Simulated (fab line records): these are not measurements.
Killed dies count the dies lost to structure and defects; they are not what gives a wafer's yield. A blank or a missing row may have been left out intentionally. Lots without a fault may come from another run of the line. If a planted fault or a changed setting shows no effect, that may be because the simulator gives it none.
The same fault as seen by 3 desks    flow n5 finfet    only its own numbers are on each desk; what lay behind them is given at the end

== THE TOOL OWNER'S DESK: rie diel-06 ==
The tool's own readings at N5_MOL_CONTACT_COAG_VIA_ETCH_46 (etches SiO2 in C4F6/O2, target depth 46 nm, overetch 9.2 nm, time 40 s): means of the sampled wafers that have a number, for each lot that ran on this tool. Marked OUT: a lot whose mean sits more than 4 standard deviations from the usual mean, which makes it out of limits; the brackets give that distance.
Columns: A = drypump motor current A at N5_MOL_CONTACT_COAG_VIA_ETCH_46, usual 5.8 A; B = oes product au at N5_MOL_CONTACT_COAG_VIA_ETCH_46, usual 0.70 a.u.; C = rf vpp V at N5_MOL_CONTACT_COAG_VIA_ETCH_46, usual 1596 V; D = showerhead plenum p Torr at N5_MOL_CONTACT_COAG_VIA_ETCH_46, usual 2.84 Torr; E = throttle valve pct at N5_MOL_CONTACT_COAG_VIA_ETCH_46, usual 40.9 %
lot   first seen here  A    B     C     D     E
L211  day 5 15:11      5.5  0.70  1609  2.94  41.2
L218  day 7 05:04      5.9  0.70  1600  2.78  40.6
L221  day 8 01:02      6.2  0.68  1599  2.81  40.6
L222  day 8 08:49      5.6  0.69  1603  2.77  40.8
Result from this desk: across the 4 lots, nothing is out of limits.

== THE DEFECT DESK ==
Per lot, the means of the sampled wafers with a number show what the inspections along the route counted. Marked OUT: a lot whose mean sits more than 4 standard deviations from the usual mean, which makes it out of limits; the brackets give that distance.
Columns: A = raw defect count at N5_MOL_CONTACT_COAG_INSPECT_42, usual 203
lot   first seen here  A
L211  day 5 16:03      151
L215  day 6 14:46      184
L218  day 7 05:49      248
L220  day 8 01:22      253
L221  day 8 01:47      705 (+8.5) OUT
L222  day 8 09:41      634 (+7.3) OUT
L230  day 10 14:16     223
L232  day 10 23:14     240
This desk's finding: out of limits on L221, L222; first on L221, day 8 01:47 (raw defect count at N5_MOL_CONTACT_COAG_INSPECT_42). Within limits: L211, L215, L218, L220, L230, L232.

== AT THE METROLOGY DESK ==
What the gauges read for every lot (on any tool): the sampled wafers with a number, averaged. Marked OUT: a lot whose mean sits more than 4 standard deviations from the usual mean, which makes it out of limits; the brackets give that distance. Only the readings that lie furthest out on some lot appear, 7 of the 10 it has.
Columns: A = DIBL_N at N5_BEOL_M4_RC_MEAS_101, usual 36.3 mV/V; B = DIBL_P at N5_BEOL_M4_RC_MEAS_101, usual 36.2 mV/V; C = IOFF_N at N5_BEOL_M4_RC_MEAS_101, usual 0.157 nA/um; D = ION_N at N5_BEOL_M4_RC_MEAS_101, usual 673 uA/um; E = ION_P at N5_BEOL_M4_RC_MEAS_101, usual 461 uA/um; F = VT_N at N5_BEOL_M4_RC_MEAS_101, usual 249.9 mV; G = VT_P at N5_BEOL_M4_RC_MEAS_101, usual -250.6 mV
lot   first seen here  A     B     C      D    E    F      G
L211  day 8 10:10      36.6  37.1  0.152  662  457  252.5  -251.4
L215  day 9 09:32      38.4  37.4  0.178  680  467  249.3  -249.2
L218  day 9 19:16      36.0  35.9  0.158  670  455  250.0  -251.9
L220  day 10 18:02     36.0  35.7  0.156  673  465  249.3  -249.7
L221  day 10 21:08     37.2  37.8  0.165  675  459  250.7  -252.1
L222  day 11 07:20     35.5  35.4  0.157  671  459  250.8  -250.3
L230  day 13 01:10     36.0  34.6  0.143  675  468  250.0  -247.3
L232  day 13 18:34     37.0  39.3  0.193  690  464  246.7  -248.7
Result from this desk: across the 8 lots, nothing is out of limits.

== PUT TOGETHER ==
The defect desk could have raised an alarm at day 8 01:47, on L221, L222.
The tool owner's desk saw nothing out of limits.
The metrology desk saw nothing out of limits.
On record at the tool owner's desk: L221, L222, within its limits.
The metrology desk has L221, L222 on record, within its limits.
All the named lots went through N5_MOL_CONTACT_COAG_VIA_ETCH_46 on rie diel-06.

== WHAT THE SIMULATOR HAD PUT IN ==
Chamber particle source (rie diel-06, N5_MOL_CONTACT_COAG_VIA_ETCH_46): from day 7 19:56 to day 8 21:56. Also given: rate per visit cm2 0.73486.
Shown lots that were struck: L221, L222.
Hours from the fault's start to each desk's first reading out of limits: the defect desk, 6.
